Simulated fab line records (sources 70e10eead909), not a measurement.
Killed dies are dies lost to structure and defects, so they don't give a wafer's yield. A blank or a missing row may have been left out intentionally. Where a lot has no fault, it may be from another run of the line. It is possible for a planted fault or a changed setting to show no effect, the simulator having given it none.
The tool behind it: which one? || flow nand_harc || 6 lots with 17 wafers sampled at 5 steps, on a route of 1302 steps

== WHAT THE GAUGES READ, wafer by wafer ==
NHARC_END_SORT_01.
{"lot": "L603", "measured": "day 25 09:23", "on": "prober-02", "killed_at_other": "1 0 0"}
{"lot": "L602", "measured": "day 25 17:45", "on": "prober-01", "killed_at_other": "0 1 0"}
{"lot": "L611", "measured": "day 28 20:40", "on": "prober-02", "killed_at_other": "2 0"}
{"lot": "L616", "measured": "day 31 01:42", "on": "prober-01", "killed_at_other": "1 0 0"}
{"lot": "L619", "measured": "day 32 16:56", "on": "prober-01", "killed_at_other": "3 0 0"}
{"lot": "L621", "measured": "day 34 13:04", "on": "prober-01", "killed_at_other": "0 0 1"}

== EACH LOT AND THE TOOL THAT RAN IT (in order: tool; ch and the chambers of the sampled wafers; start) ==
{"lot": "L603", "NHARC_A_SLIT_ETCH_29": "rie_diel-13 ch 0,1,2, day 21 03:26", "NHARC_A_WL_FILL_CVD_03": "cvd_w-02 ch 0,1, day 21 11:50", "NHARC_A_WL_FILL_ETCHBACK_04": "rie_metal-03 ch 0,1, day 21 12:10", "NHARC_A_WL_FILL_STRIP_29": "rie_diel-11 ch 1,2,3, day 21 21:58"}
{"lot": "L602", "NHARC_A_SLIT_ETCH_29": "rie_diel-05 ch 0,2,3, day 21 08:46", "NHARC_A_WL_FILL_CVD_03": "cvd_w-02 ch 0,1, day 21 17:29", "NHARC_A_WL_FILL_ETCHBACK_04": "rie_metal-02 ch 0,1, day 21 17:53", "NHARC_A_WL_FILL_STRIP_29": "rie_diel-11 ch 0,1,3, day 22 04:49"}
{"lot": "L611", "NHARC_A_SLIT_ETCH_29": "rie_diel-13 ch 1,2, day 24 10:09", "NHARC_A_WL_FILL_CVD_03": "cvd_w-01 ch 0, day 24 20:02", "NHARC_A_WL_FILL_ETCHBACK_04": "rie_metal-01 ch 0,1, day 24 20:24", "NHARC_A_WL_FILL_STRIP_29": "rie_diel-11 ch 1,2, day 25 05:31"}
{"lot": "L616", "NHARC_A_SLIT_ETCH_29": "rie_diel-13 ch 1,2, day 26 20:19", "NHARC_A_WL_FILL_CVD_03": "cvd_w-02 ch 1, day 27 04:58", "NHARC_A_WL_FILL_ETCHBACK_04": "rie_metal-02 ch 0,1, day 27 05:39", "NHARC_A_WL_FILL_STRIP_29": "rie_diel-11 ch 0,1,3, day 27 17:16"}
{"lot": "L619", "NHARC_A_SLIT_ETCH_29": "rie_diel-13 ch 1,2,3, day 27 20:52", "NHARC_A_WL_FILL_CVD_03": "cvd_w-02 ch 0,1, day 28 05:13", "NHARC_A_WL_FILL_ETCHBACK_04": "rie_metal-02 ch 0,1, day 28 05:32", "NHARC_A_WL_FILL_STRIP_29": "rie_diel-11 ch 0,1,2, day 28 15:33"}
{"lot": "L621", "NHARC_A_SLIT_ETCH_29": "rie_diel-02 ch 0,3, day 29 21:59", "NHARC_A_WL_FILL_CVD_03": "cvd_w-01 ch 0,1, day 30 06:39", "NHARC_A_WL_FILL_ETCHBACK_04": "rie_metal-01 ch 0,1, day 30 07:01", "NHARC_A_WL_FILL_STRIP_29": "rie_diel-06 ch 0,3, day 30 18:38"}
- NHARC_A_SLIT_ETCH_29: etches the open film in CF4/O2, target depth 100 nm, overetch 10 nm, time 55 s.
- NHARC_A_WL_FILL_CVD_03: deposits W, target thk 40 nm, time 279 s.
- NHARC_A_WL_FILL_ETCHBACK_04: etches the open film in NF3, target depth 60 nm, time 120 s.
- NHARC_A_WL_FILL_STRIP_29: strips in O2, time 20 s.

== THE ANSWER, worked out from the rows above alone ==
Rule: usual is defined by the lots themselves. The widest of any qualifying gaps counts: lots, ordered by their means at a reading, are off when they make up no more than a third of the lots, leave a main group of 4 or more, and stand apart from it by 3 or more times the standard deviation of that group's means. The tables above print the reading to a certain number of digits; a main group whose means all agree to those digits is not used. Also off: a lot with no number at a reading for which 4 or more lots have one. The other lots that the step has rows for count as sound.
Nothing can be told from this: no lot is off at any reading shown.

== WHAT WAS PUT IN BY THE SIMULATOR ==
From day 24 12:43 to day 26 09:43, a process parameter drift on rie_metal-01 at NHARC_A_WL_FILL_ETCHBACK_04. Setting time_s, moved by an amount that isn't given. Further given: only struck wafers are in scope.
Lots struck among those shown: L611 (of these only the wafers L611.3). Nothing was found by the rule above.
